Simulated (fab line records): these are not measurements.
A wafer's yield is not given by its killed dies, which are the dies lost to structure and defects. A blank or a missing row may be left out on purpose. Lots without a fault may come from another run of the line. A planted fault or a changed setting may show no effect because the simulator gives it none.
fab line records	flow n5_finfet
record: lots: 7	wafers: 39
route steps=1938 shown ZERO_LAYER@4 FIN_SAQP@100 SD_EPI_N@288 SD_ACTIVATION@330 HKMG_FIN@433 GATE_CUT@510
start_h: the number of hours between the record's first day and the start of the first shown wafer of the lot	wait_h: time in hours since the lot's previous step	" unchanged from the row above	L1.1+2: several wafers, shown together as one row	- no value present, or no start provided	* or withheld: withheld	< > ~ a bound
route shown NAME@n: a module of which the file shows steps, and the number in the route of the first	usual: mean/standard deviation of fault-free wafers	same: alike in all rows	chamber/n: place in a boat	sites: readings site by site	_std_site: the values' standard deviation	_edge_site: the outer-site mean with the inner-site mean subtracted	radius_mm: for every site, how far away it sits from the centre of the wafer	mask NAME#n: copy n	behind: the most recent tool/chamber to have shaped the wafer	hold: why the lot was held/for how many hours/how that ended	device: whichever transistor did not switch (one of n, p or np)	end of line: tests of these same wafers at the route's end	a step given without rows: its recipe and nothing more	killed: count of dies lost to structure and defects at first sort (not the wafer's yield)	map: a wafer's dies, x killed, . not, _ none there
set.NAME: the setting the step ran with; set.NAME@STEP: the setting that earlier step ran with	model.NAME: the simulator's own value behind a step, which no gauge read
lots where settings were altered on purpose, with a table for each step and a row for each wafer
== steps ==
step: N5_ZERO_LAYER_PECVD_02
recipe: material: SiO2	target_thk_a: 100	temp_c: 400	precursor: SiH4/N2O	pressure_torr: 0.75	rf_w: 275	time_s: 6
lot.wafer	tool	chamber	start_h	wait_h	set.time_s	model.SiO2_of_ZERO_LAYER_PECVD_02.thk_nm
L081.1	pecvd-01	0	54.28	0.0	3.549	5.839
L081.2	"	1	"	"	3.549	5.772
L081.3	"	0	"	"	3.549	5.786
L081.4	"	1	"	"	6	10.18
L081.5	"	0	"	"	6	9.958
L081.6	"	1	"	"	6	10.17
L086.1	pecvd-04	2	84.28	0.0	6	10.12
L086.2	"	0	"	"	6	9.81
L086.3	"	1	"	"	3.968	6.795
L086.4	"	0	"	"	3.968	6.578
L086.5	"	2	"	"	6	10.4
L086.6	"	1	"	"	3.968	6.851
L090.1	pecvd-02	0	108.28	0.0	9.471	15.42
L090.2	"	1	"	"	9.471	15.46
L090.3	"	2	"	"	6	9.818
L090.4	"	2	"	"	9.471	15.84
L090.5	"	1	"	"	6	9.777
L090.6	"	0	"	"	6	9.965
L092.1	pecvd-04	1	120.28	0.0	6	9.9
L092.3	"	2	"	"	6	10.27
L092.4	"	2	"	"	6	10.13
L095.1	pecvd-02	2	138.28	0.0	8.074	13.26
L095.2	"	1	"	"	6	9.569
L095.3	"	0	"	"	6	9.709
L095.4	"	1	"	"	8.074	13.22
L095.5	"	0	"	"	8.074	13.4
L095.6	"	2	"	"	6	9.881
L096.1	pecvd-02	1	144.28	0.0	6	9.592
L096.2	"	0	"	"	2.778	4.455
L096.3	"	2	"	"	6	10.08
L096.4	"	0	"	"	6	9.855
L096.5	"	1	"	"	2.778	4.509
L096.6	"	2	"	"	2.778	4.805
L097.1	pecvd-02	2	150.28	0.0	6	9.794
L097.2	"	1	"	"	6.965	11.27
L097.3	"	0	"	"	6.965	11.4
L097.4	"	0	"	"	6	9.895
L097.5	"	1	"	"	6	9.769
L097.6	"	2	"	"	6.965	11.72
step: N5_FIN_SAQP_PECVD_06
recipe: material: a-Si	target_thk_a: 600	temp_c: 400	precursor: SiH4/He	pressure_torr: 3	rf_w: 100	time_s: 48.1
lot.wafer	tool	chamber	start_h	wait_h	set.time_s	model.a-Si_of_FIN_SAQP_PECVD_06.thk_nm
L081.1	pecvd-01	2	63.85	0.0	60.83	75.7
L081.2	"	0	"	"	48.1	60.55
L081.3	"	2	"	"	60.83	76.79
L081.4	"	0	"	"	48.1	60.95
L081.5	"	2	"	"	60.83	76.91
L081.6	"	0	"	"	48.1	61.92
L086.1	pecvd-01	2	94.35	0.0	68.55	85.8
L086.2	"	0	"	"	48.1	61.77
L086.3	"	1	"	"	68.55	85.15
L086.4	"	0	"	"	68.55	88.31
L086.5	"	1	"	"	48.1	61.03
L086.6	"	2	"	"	48.1	60.47
L090.1	pecvd-03	2	118.78	0.0	36.01	43.48
L090.2	"	1	"	"	36.01	43.17
L090.3	"	0	"	"	48.1	60.11
L090.4	"	1	"	"	48.1	59.78
L090.5	"	0	"	"	48.1	61.05
L090.6	"	2	"	"	36.01	43.87
L092.1	pecvd-04	1	129.22	0.0	48.1	58.35
L092.3	"	0	"	"	48.1	59.34
L092.4	"	1	"	"	48.1	60.18
L095.1	pecvd-03	2	146.73	0.0	48.1	58.64
L095.2	"	0	"	"	61.19	75.8
L095.3	"	1	"	"	48.1	59.58
L095.4	"	2	"	"	48.1	59.69
L095.5	"	0	"	"	61.19	77.34
L095.6	"	1	"	"	61.19	77.06
L096.1	pecvd-01	1	154.30	0.0	48.1	59.24
L096.2	"	0	"	"	60.2	75.72
L096.3	"	2	"	"	60.2	75.74
L096.4	"	1	"	"	60.2	74.47
L096.5	"	2	"	"	48.1	60.1
L096.6	"	0	"	"	48.1	61.17
L097.1	pecvd-01	2	159.66	0.0	48.1	59.35
L097.2	"	1	"	"	48.1	59.16
L097.3	"	0	"	"	48.1	60.5
L097.4	"	1	"	"	48.1	59.58
L097.5	"	2	"	"	48.1	61.19
L097.6	"	0	"	"	48.1	61.33
step: N5_FIN_SAQP_THK_MEAS_07
usual: thk_nm: 59.9/0.97
lot.wafer	tool	chamber	start_h	wait_h	set.time_s@FIN_SAQP_PECVD_06	thk_nm
L081.1	film_metro-01	-	63.97	0.1	60.83	75.7
L081.2	"	-	"	"	48.1	60.5
L081.3	"	-	"	"	60.83	76.7
L081.4	"	-	"	"	48.1	60.9
L081.5	"	-	"	"	60.83	76.9
L081.6	"	-	"	"	48.1	61.9
L086.1	film_metro-02	-	94.44	0.1	68.55	85.8
L086.2	"	-	"	"	48.1	61.8
L086.3	"	-	"	"	68.55	85.2
L086.4	"	-	"	"	68.55	88.3
L086.5	"	-	"	"	48.1	61.1
L086.6	"	-	"	"	48.1	60.5
L090.1	film_metro-01	-	118.86	0.1	36.01	43.5
L090.2	"	-	"	"	36.01	43.2
L090.3	"	-	"	"	48.1	60.1
L090.4	"	-	"	"	48.1	59.8
L090.5	"	-	"	"	48.1	61.1
L090.6	"	-	"	"	36.01	44.0
L092.1	film_metro-02	-	129.34	0.1	48.1	58.3
L092.3	"	-	"	"	48.1	59.4
L092.4	"	-	"	"	48.1	60.2
L095.1	film_metro-02	-	146.82	0.1	48.1	58.7
L095.2	"	-	"	"	61.19	75.8
L095.3	"	-	"	"	48.1	59.7
L095.4	"	-	"	"	48.1	59.7
L095.5	"	-	"	"	61.19	77.3
L095.6	"	-	"	"	61.19	77.1
L096.1	film_metro-01	-	154.39	0.1	48.1	59.2
L096.2	"	-	"	"	60.2	75.7
L096.3	"	-	"	"	60.2	75.7
L096.4	"	-	"	"	60.2	74.5
L096.5	"	-	"	"	48.1	60.1
L096.6	"	-	"	"	48.1	61.2
L097.1	film_metro-02	-	159.74	0.1	48.1	59.3
L097.2	"	-	"	"	48.1	59.2
L097.3	"	-	"	"	48.1	60.5
L097.4	"	-	"	"	48.1	59.7
L097.5	"	-	"	"	48.1	61.2
L097.6	"	-	"	"	48.1	61.4
step: N5_FIN_SAQP_HM_DEP_72
recipe: material: SiO2	target_thk_a: 120	temp_c: 400	precursor: SiH4/N2O	pressure_torr: 0.75	rf_w: 275	time_s: 7.2
step: N5_FIN_SAQP_COAT_49
recipe: resist: SOC	temp_c: 250	time_s: 60	spin_rpm: 1500	resist_thk_nm: 100
step: N5_FIN_SAQP_HM_OPEN_73
recipe: chemistry: CHF3/O2	target: SiO2	stop_on: a-Si	target_depth_a: 120	over_etch_frac: 1.8	mask_material: SOC	time_s: 16.8	pressure_mtorr: 30	source_w: 650	bias_w: 170	Ar_flow_sccm: 200	CHF3_flow_sccm: 50	O2_flow_sccm: 5	ion_energy_ev: 200	ends: end_point
step: N5_FIN_SAQP_STRIP_74
recipe: chemistry: CHF3/O2	resist: SiARC	rf_frequency_hz: 6e+07
step: N5_FIN_SAQP_MANDREL_ETCH_22
recipe: target_depth_a: 600	chemistry: HBr/Cl2	target: a-Si	stop_on: SiNx	bt_time_s: 10	over_etch_frac: 0.5	time_s: 30	pressure_mtorr: 10	icp_w: 800	bias_w: 75	HBr_flow_sccm: 150	Cl2_flow_sccm: 80	ends: end_point
usual: oes_product_au: 0.770/0.012
lot.wafer	tool	chamber	start_h	wait_h	set.time_s@FIN_SAQP_PECVD_06	oes_product_au	model.etch.depth_nm
L081.1	rie_si-03	2	65.20	0.0	60.83	0.883	75.66
L081.2	"	0	"	"	48.1	0.795	60.49
L081.3	"	1	"	"	60.83	0.885	76.79
L081.4	"	0	"	"	48.1	0.803	60.92
L081.5	"	2	"	"	60.83	0.890	76.85
L081.6	"	1	"	"	48.1	0.774	61.92
L086.1	rie_si-04	0	95.31	0.0	68.55	0.979	85.8
L086.2	"	3	"	"	48.1	0.770	61.68
L086.3	"	1	"	"	68.55	0.979	85.15
L086.4	"	2	"	"	68.55	0.981	88.13
L086.5	"	3	"	"	48.1	0.769	60.85
L086.6	"	0	"	"	48.1	0.775	60.47
L090.1	rie_si-03	2	119.63	0.0	36.01	0.639	43.36
L090.2	"	3	"	"	36.01	0.640	43.17
L090.3	"	1	"	"	48.1	0.759	60.11
L090.4	"	0	"	"	48.1	0.783	59.78
L090.5	"	1	"	"	48.1	0.770	60.92
L090.6	"	0	"	"	36.01	0.646	43.87
L092.1	rie_si-01	2	130.22	0.0	48.1	0.752	58.35
L092.3	"	1	"	"	48.1	0.760	59.3
L092.4	"	2	"	"	48.1	0.768	60.18
L095.1	rie_si-01	1	147.89	0.0	48.1	0.771	58.64
L095.2	"	2	"	"	61.19	0.889	75.73
L095.3	"	3	"	"	48.1	0.768	59.52
L095.4	"	2	"	"	48.1	0.766	59.69
L095.5	"	3	"	"	61.19	0.905	77.27
L095.6	"	1	"	"	61.19	0.902	77.06
L096.1	rie_si-01	0	155.26	0.0	48.1	0.764	59.24
L096.2	"	3	"	"	60.2	0.879	75.66
L096.3	"	2	"	"	60.2	0.891	75.68
L096.4	"	1	"	"	60.2	0.891	74.47
L096.5	"	0	"	"	48.1	0.762	60.04
L096.6	"	1	"	"	48.1	0.781	61.17
L097.1	rie_si-03	3	160.61	0.0	48.1	0.762	59.35
L097.2	"	1	"	"	48.1	0.757	59.07
L097.3	"	0	"	"	48.1	0.788	60.5
L097.4	"	2	"	"	48.1	0.757	59.4
L097.5	"	3	"	"	48.1	0.780	61.1
L097.6	"	0	"	"	48.1	0.799	61.33
step: N5_SD_EPI_N_EPI_21
recipe: material: Si:P	dopant: P	temp_c: 680	pressure_torr: 255	time_s: 690
lot.wafer	tool	chamber	start_h	wait_h	set.epi_growth_time_s	model.Si-P_of_SD_EPI_N_EPI_21.thk_nm
L081.1+3+6	epi_rpcvd-03	0	95.93	0.3	690	58.2
L081.2	"	0	"	"	849.7	67.4
L081.4	"	0	97.42	1.6	849.7	67.2
L081.5	"	0	"	"	849.7	67.6
L086.1	epi_rpcvd-04	0	125.00	0.2	823.9	67.2
L086.2	"	0	"	"	690	59.6
L086.3	"	0	"	"	823.9	66.4
L086.4	"	0	"	"	690	59
L086.5	"	0	"	"	823.9	68
L086.6	"	0	"	"	690	59.2
L090.1	epi_rpcvd-03	0	148.77	0.1	690	59.4
L090.2+3	"	0	"	"	690	59.6
L090.4	"	0	"	"	690	58.6
L090.5	"	0	"	"	690	59
L090.6	"	0	"	"	690	59.2
L092.1+3	epi_rpcvd-03	0	164.40	0.1	690	58.6
L092.4	"	0	"	"	690	58.8
L095.1	epi_rpcvd-03	0	176.47	0.2	846.8	68.6
L095.2	"	0	"	"	846.8	67.8
L095.3	"	0	"	"	690	58.4
L095.4	"	0	"	"	690	59.4
L095.5	"	0	"	"	690	58.6
L095.6	"	0	"	"	846.8	67.4
L096.1	epi_rpcvd-01	0	185.79	0.2	690	57.8
L096.2	"	0	"	"	823.9	66
L096.3	"	0	"	"	823.9	65.8
L096.4+5	"	0	"	"	690	58
L096.6	"	0	"	"	823.9	66.8
L097.1	epi_rpcvd-04	0	192.09	0.1	537.2	49
L097.2	"	0	"	"	537.2	49.4
L097.3	"	0	"	"	537.2	49.2
L097.4+5	"	0	"	"	690	58.6
L097.6	"	0	"	"	690	59.4
step: N5_SD_EPI_N_EPI_MEAS_23
recipe: mode: xrd
usual: thk_nm: 59.2/1.1
lot.wafer	tool	chamber	start_h	wait_h	set.epi_growth_time_s@SD_EPI_N_EPI_21	thk_nm
L081.1	film_metro-01	-	98.95	2.5	690	57.0
L081.2	"	-	"	"	849.7	68.7
L081.3	"	-	"	"	690	59.1
L081.4	"	-	"	"	849.7	66.4
L081.5	"	-	"	"	849.7	67.2
L081.6	"	-	"	"	690	60.7
L086.1	film_metro-02	-	127.27	1.9	823.9	66.9
L086.2	"	-	"	"	690	60.4
L086.3	"	-	"	"	823.9	66.1
L086.4	"	-	"	"	690	58.4
L086.5	"	-	"	"	823.9	67.1
L086.6	"	-	"	"	690	59.2
L090.1	film_metro-02	-	150.50	1.5	690	61.7
L090.2	"	-	"	"	690	59.9
L090.3	"	-	"	"	690	59.1
L090.4	"	-	"	"	690	61.0
L090.5	"	-	"	"	690	58.7
L090.6	"	-	"	"	690	59.3
L092.1	film_metro-02	-	166.11	1.4	690	58.5
L092.3	"	-	"	"	690	59.7
L092.4	"	-	"	"	690	57.1
L095.1	film_metro-01	-	178.75	1.9	846.8	69.4
L095.2	"	-	"	"	846.8	67.1
L095.3	"	-	"	"	690	58.3
L095.4	"	-	"	"	690	58.1
L095.5	"	-	"	"	690	59.1
L095.6	"	-	"	"	846.8	67.9
L096.1	film_metro-01	-	188.07	1.9	690	57.4
L096.2	"	-	"	"	823.9	66.7
L096.3	"	-	"	"	823.9	66.3
L096.4	"	-	"	"	690	58.3
L096.5	"	-	"	"	690	58.8
L096.6	"	-	"	"	823.9	67.1
L097.1	film_metro-01	-	193.80	1.4	537.2	50.4
L097.2	"	-	"	"	537.2	49.6
L097.3	"	-	"	"	537.2	48.5
L097.4	"	-	"	"	690	58.4
L097.5	"	-	"	"	690	59.1
L097.6	"	-	"	"	690	60.2
step: N5_SD_EPI_N_PRECLEAN_24
recipe: chemistry: O3/DIW	time_s: 60	temp_c: 22	o3_ppm: 10
step: N5_SD_EPI_N_SRD_25
recipe: time_s: 30	temp_c: 23	rinse_liquid: diw	dry: ipa_marangoni
step: N5_SD_ACTIVATION_RTA_00
recipe: temp_c: 975	time_s: 0	ambient: N2	idle_temp_c: 600	ramp_up_c_per_s: 150	ramp_down_c_per_s: 60	cool_to_c: 600
step: N5_SD_ACTIVATION_LSA_01
recipe: temp_c: 1080	time_s: 0.0008	ambient: N2
step: N5_SD_ACTIVATION_RS_MEAS_03
recipe: thk_meas_gauge: four-point-probe
usual: RS_SD_N: 21.91/0.25	RS_SD_P: 56.0/1
lot.wafer	tool	chamber	start_h	wait_h	set.epi_growth_time_s@SD_EPI_N_EPI_21	RS_SD_N[ohm/sq]	RS_SD_P[ohm/sq]
L081.1	film_metro-01	-	104.98	0.2	690	22.11	55.4
L081.2	"	-	"	"	849.7	18.92	55.4
L081.3	"	-	"	"	690	22.05	54.9
L081.4	"	-	"	"	849.7	19.17	55.3
L081.5	"	-	"	"	849.7	19.05	55.2
L081.6	"	-	"	"	690	22.24	55.4
L086.1	film_metro-02	-	132.34	0.2	823.9	19.27	56.0
L086.2	"	-	"	"	690	21.57	55.1
L086.3	"	-	"	"	823.9	19.46	56.1
L086.4	"	-	"	"	690	22.01	55.4
L086.5	"	-	"	"	823.9	18.90	55.9
L086.6	"	-	"	"	690	22.00	56.3
L090.1	film_metro-02	-	156.04	0.2	690	21.65	56.0
L090.2	"	-	"	"	690	21.42	56.3
L090.3	"	-	"	"	690	21.43	55.5
L090.4	"	-	"	"	690	21.93	55.5
L090.5	"	-	"	"	690	21.71	55.8
L090.6	"	-	"	"	690	21.70	55.3
L092.1	film_metro-01	-	171.38	0.2	690	21.99	56.2
L092.3	"	-	"	"	690	22.20	55.5
L092.4	"	-	"	"	690	22.02	55.2
L095.1	film_metro-02	-	185.51	0.2	846.8	18.84	56.2
L095.2	"	-	"	"	846.8	18.90	56.2
L095.3	"	-	"	"	690	22.08	55.9
L095.4	"	-	"	"	690	21.85	55.1
L095.5	"	-	"	"	690	22.16	55.3
L095.6	"	-	"	"	846.8	19.01	55.9
L096.1	film_metro-01	-	194.27	0.2	690	22.52	54.4
L096.2	"	-	"	"	823.9	19.52	54.7
L096.3	"	-	"	"	823.9	19.80	54.8
L096.4	"	-	"	"	690	22.46	53.9
L096.5	"	-	"	"	690	22.20	54.6
L096.6	"	-	"	"	823.9	19.50	54.8
L097.1	film_metro-02	-	199.01	0.2	537.2	26.33	54.2
L097.2	"	-	"	"	537.2	26.06	54.6
L097.3	"	-	"	"	537.2	26.10	55.7
L097.4	"	-	"	"	690	21.74	54.7
L097.5	"	-	"	"	690	22.02	54.5
L097.6	"	-	"	"	690	21.60	54.8
step: N5_HKMG_FIN_DESCUM_17
recipe: chemistry: O2	time_s: 7.9	source_power_w: 50	bias_power_w: 20	pressure_mtorr: 20	rf_frequency_hz: 2.712e+07	temp_c: 40	resist: CAR-ArF	o2_flow_sccm: 225
lot.wafer	tool	chamber	start_h	wait_h	set.time_s	model.CAR-ArF_of_HKMG_FIN_COAT_06.thk_nm
L081.1	rie_diel-02	3	121.72	0.0	5.455	85
L081.2+5	"	0,1	"	"	7.9	83.8
L081.3	"	1	"	"	5.455	85.4
L081.4	"	2	"	"	5.455	85.2
L081.6	"	0	"	"	7.9	83.6
L086.1+6	rie_diel-02	0,2	150.01	0.3	7.9	83.4
L086.2+3+4+5	"	2,1,0,1	"	"	7.9	83.6
L090.1	rie_diel-03	0	173.04	0.0	7.9	82.8
L090.2+5	"	3	"	"	9.174	82.6
L090.3	"	1	"	"	7.9	83.2
L090.4	"	2	"	"	9.174	82
L090.6	"	0	"	"	7.9	83
L092.1+3	rie_diel-04	2,3	188.32	0.0	7.9	83.6
L092.4	"	0	"	"	7.9	83.8
L095.1+2+5	rie_diel-02	2,3,2	202.41	0.2	7.9	83.4
L095.3+4	"	0	"	"	11.46	81
L095.6	"	3	"	"	11.46	81.2
L096.1	rie_diel-04	3	211.08	0.1	12.13	80.8
L096.2+4+5	"	1,2,0	"	"	7.9	83.4
L096.3	"	0	"	"	12.13	80.6
L096.6	"	3	"	"	12.13	81
L097.1	rie_diel-04	0	215.39	0.0	3.817	86
L097.2+5	"	3,1	"	"	7.9	83.6
L097.3	"	1	"	"	7.9	83.4
L097.4+6	"	2	"	"	3.817	86.2
step: N5_HKMG_FIN_ETCH_31
recipe: chemistry: CF4	target: SiARC	target_depth_a: 455	mask_material: CAR-ArF	time_s: 75.8	ion_energy_ev: 80	pressure_mtorr: 40	source_w: 545	bias_w: 36	Ar_flow_sccm: 100	cf4_flow_sccm: 100	ends: cleared
lot.wafer	tool	chamber	start_h	wait_h	set.time_s@HKMG_FIN_DESCUM_17	model.CAR-ArF_of_HKMG_FIN_COAT_06.thk_nm
L081.1	rie_diel-02	3	121.75	0.0	5.455	52.4
L081.2+5	"	0,1	"	"	7.9	51.2
L081.3	"	1	"	"	5.455	52.8
L081.4	"	2	"	"	5.455	52.6
L081.6	"	0	"	"	7.9	51
L086.1+2+3+4+5+6	rie_diel-02	0,2,1,0,1,2	150.04	0.0	7.9	50.8
L090.1	rie_diel-03	0	173.08	0.0	7.9	50.2
L090.2+5	"	3	"	"	9.174	50
L090.3+6	"	1,0	"	"	7.9	50.6
L090.4	"	2	"	"	9.174	49.6
L092.1+3+4	rie_diel-04	2,3,0	188.36	0.0	7.9	51
L095.1+5	rie_diel-02	2	202.44	0.0	7.9	51
L095.2	"	3	"	"	7.9	50.8
L095.3+4	"	0	"	"	11.46	48.6
L095.6	"	3	"	"	11.46	48.8
L096.1+6	rie_diel-04	3	211.11	0.0	12.13	48.4
L096.2+4+5	"	1,2,0	"	"	7.9	50.8
L096.3	"	0	"	"	12.13	48
L097.1	rie_diel-04	0	215.42	0.0	3.817	53.4
L097.2	"	3	"	"	7.9	51
L097.3	"	1	"	"	7.9	50.8
L097.4+6	"	2	"	"	3.817	53.6
L097.5	"	1	"	"	7.9	51.2
step: N5_GATE_CUT_ALD_22
recipe: material: SiNx	target_thk_a: 160	temp_c: 400	ald_precursor_family: SiH2I2	ald_co_reactant: N2/H2-plasma	pulse_time_s: 1	ald_cycles: 320	purge_time_s: 2	co_reactant_purge_time_s: 2	pressure_torr: 2
lot.wafer	tool	chamber	start_h	wait_h	set.ald_cycles	model.SiNx_of_GATE_CUT_ALD_22.thk_nm
L081.1+2+4	ald_sin-03	2,3,0	130.90	0.0	320	16
L081.3+5	"	0,2	"	"	478	24
L081.6	"	3	"	"	478	23.8
L086.1	ald_sin-01	1	159.89	0.3	320	16.2
L086.2+5	"	0,1	"	"	497	25
L086.3	"	3	"	"	497	24.8
L086.4+6	"	2	"	"	320	16
L090.1+2+5	ald_sin-01	1,3,0	182.36	0.0	144	7.2
L090.3+4+6	"	2,0,1	"	"	320	16
L092.1+3	ald_sin-03	1,3	197.66	0.0	320	16
L092.4	"	0	"	"	320	16.2
L095.1+2+6	ald_sin-01	0,1,1	213.80	0.5	320	16.2
L095.3+4+5	"	3,2,0	"	"	320	16
L096.1+4+6	ald_sin-02	3,1,3	222.20	0.4	320	16
L096.2+3+5	"	2,0,2	"	"	471	23.6
L097.1+2+6	ald_sin-01	0,1,1	224.87	0.0	191	9.6
L097.3+4+5	"	3,2,0	"	"	320	16
step: N5_GATE_CUT_CMP_23
recipe: stop_on: SiO2	t_overpolish_s: 23.4	post_cmp_clean: alkaline_brush	down_force_psi: 2.5	platen_rpm: 51.8	pad_velocity_m_s: 1.0307	target_thk_nm: 16
usual: time_to_endpoint_s: 20.1/2.9
lot.wafer	tool	chamber	start_h	wait_h	set.ald_cycles@GATE_CUT_ALD_22	time_to_endpoint_s	model.SiNx_of_GATE_CUT_ALD_22.thk_nm
L081.2	cmp-02	3	132.39	0.8	320	22.4	16
L081.1	"	0	"	"	320	19.9	16
L081.3	"	1	"	"	478	29.2	16.4
L081.4	"	2	"	"	320	19.9	16
L081.5	"	3	"	"	478	31.1	18
L081.6	"	0	"	"	478	27.2	15.8
L086.1	cmp-03	1	161.38	0.8	320	23.8	16.2
L086.2	"	2	"	"	497	32.3	18
L086.4	"	3	"	"	320	21.2	16
L086.3	"	0	"	"	497	31.4	16.4
L086.5	"	1	"	"	497	33.5	17.8
L086.6	"	2	"	"	320	20.5	16
L090.3	cmp-01	3	183.85	0.8	320	16.9	16
L090.4	"	0	"	"	320	19.8	16
L090.1	"	1	"	"	144	10.4	7.2
L090.2	"	2	"	"	144	5.9	7.2
L090.5	"	3	"	"	144	5.1	7.2
L090.6	"	0	"	"	320	21.4	16
L092.1	cmp-03	3	199.34	0.9	320	18.6	16
L092.3	"	0	"	"	320	16.6	16
L092.4	"	1	"	"	320	21.8	16.2
L095.3	cmp-01	2	215.29	0.8	320	16.5	16
L095.2	"	3	"	"	320	16.7	16.2
L095.1	"	0	"	"	320	19.6	16.2
L095.4	"	1	"	"	320	20.7	16
L095.6	"	2	"	"	320	17.7	16.2
L095.5	"	3	"	"	320	13.5	16
L096.3	cmp-01	2	223.69	0.8	471	25.4	14.6
L096.4	"	3	"	"	320	13.5	16
L096.2	"	0	"	"	471	28.9	15.8
L096.1	"	1	"	"	320	20.3	16
L096.6	"	2	"	"	320	16.0	16
L096.5	"	3	"	"	471	19.2	14.2
L097.3	cmp-02	1	226.36	0.8	320	19.8	16
L097.4	"	2	"	"	320	21.8	16
L097.2	"	3	"	"	191	15.9	9.6
L097.1	"	0	"	"	191	9.7	9.6
L097.5	"	1	"	"	320	19.5	16
L097.6	"	2	"	"	191	12.9	9.6
== key ==
split: step: N5_ZERO_LAYER_PECVD_02	setting: time_s	stated: 6	by: wafer
response: step: N5_ZERO_LAYER_PECVD_02	reading: model.SiO2_of_ZERO_LAYER_PECVD_02.thk_nm	change: +0.1	per: 1%	r: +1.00
split: step: N5_FIN_SAQP_PECVD_06	setting: time_s	stated: 48.1	by: wafer
response: step: N5_FIN_SAQP_PECVD_06	reading: model.a-Si_of_FIN_SAQP_PECVD_06.thk_nm	change: +0.612	per: 1%	r: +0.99
response: step: N5_FIN_SAQP_THK_MEAS_07	reading: thk_nm	change: *	per: 1%	r: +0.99
response: step: N5_FIN_SAQP_MANDREL_ETCH_22	reading: oes_product_au	change: +0.00469	per: 1%	r: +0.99
response: step: N5_FIN_SAQP_MANDREL_ETCH_22	reading: model.etch.depth_nm	change: +0.612	per: 1%	r: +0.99
split: step: N5_SD_EPI_N_EPI_21	setting: epi_growth_time_s	stated: 690	by: wafer
response: step: N5_SD_EPI_N_EPI_21	reading: model.Si-P_of_SD_EPI_N_EPI_21.thk_nm	change: +0.413	per: 1%	r: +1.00
response: step: N5_SD_EPI_N_EPI_MEAS_23	reading: thk_nm	change: *	per: 1%	r: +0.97
response: step: N5_SD_ACTIVATION_RS_MEAS_03	reading: RS_SD_N	change: -0.15	per: 1%	r: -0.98
split: step: N5_HKMG_FIN_DESCUM_17	setting: time_s	stated: 7.9	by: wafer
response: step: N5_HKMG_FIN_DESCUM_17	reading: model.CAR-ArF_of_HKMG_FIN_COAT_06.thk_nm	change: -0.0494	per: 1%	r: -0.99
response: step: N5_HKMG_FIN_ETCH_31	reading: model.CAR-ArF_of_HKMG_FIN_COAT_06.thk_nm	change: -0.0482	per: 1%	r: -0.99
split: step: N5_GATE_CUT_ALD_22	setting: ald_cycles	stated: 320	by: wafer
response: step: N5_GATE_CUT_ALD_22	reading: model.SiNx_of_GATE_CUT_ALD_22.thk_nm	change: +0.16	per: 1%	r: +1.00
response: step: N5_GATE_CUT_CMP_23	reading: time_to_endpoint_s	change: *	per: 1%	r: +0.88
response: step: N5_GATE_CUT_CMP_23	reading: model.SiNx_of_GATE_CUT_ALD_22.thk_nm	shape: bent	at_lowest: 7.2	at_stated: 16.04	at_highest: 17.4
